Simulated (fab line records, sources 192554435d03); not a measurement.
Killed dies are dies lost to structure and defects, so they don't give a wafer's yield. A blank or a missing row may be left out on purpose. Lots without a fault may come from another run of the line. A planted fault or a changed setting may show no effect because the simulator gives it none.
Chamber matching | flow n5_finfet | N5_BEOL_M1_ETCH_69 on rie_diel-05: 4 sister chambers
The step etches SiARC in CF4, target depth 15.6 nm, time 26 s. 4 wafers are shown with their chamber, then 7 later ones without.

WAFERS WITH THEIR CHAMBER
wafer  | chamber | drypump_motor_current_A (A)
L075.5 | 2       | 5.3
L080.3 | 0       | 6.7
L095.2 | 1       | 6.7
L095.5 | 3       | 5.0

WAFERS WITHOUT THEIR CHAMBER
wafer  | drypump_motor_current_A (A)
L095.6 | 5.3
L094.3 | 4.9
L094.4 | 6.7
L094.5 | 5.3
L096.1 | 6.7
L096.4 | 6.7
L096.5 | 6.7

WHICH CHAMBER EACH WENT THROUGH
wafer  | from the rows above     | in truth
L095.6 | 2                       | 2
L094.3 | 3                       | 3
L094.4 | can't be placed: 0 or 1 | 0
L094.5 | 2                       | 2
L096.1 | can't be placed: 0 or 1 | 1
L096.4 | can't be placed: 0 or 1 | 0
L096.5 | can't be placed: 0 or 1 | 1
Placed correctly: 3 of 7. Can't be placed from these rows: 4 (the true chamber is among the candidates in 4). Placed wrongly: 0.
How it was worked out, from the rows above alone: a wafer's distance from a chamber is the root of the sum, over the readings, of the square of ((its reading less the chamber's mean) divided by the reading's scatter). The wafer belongs to the nearest chamber; if the next one is less than 2 further off, it can't be placed. A chamber's mean is the mean of its shown wafers. The scatter: with one shown wafer a chamber, the root of the mean of the squares of how far each hidden wafer lies from its nearest shown one.
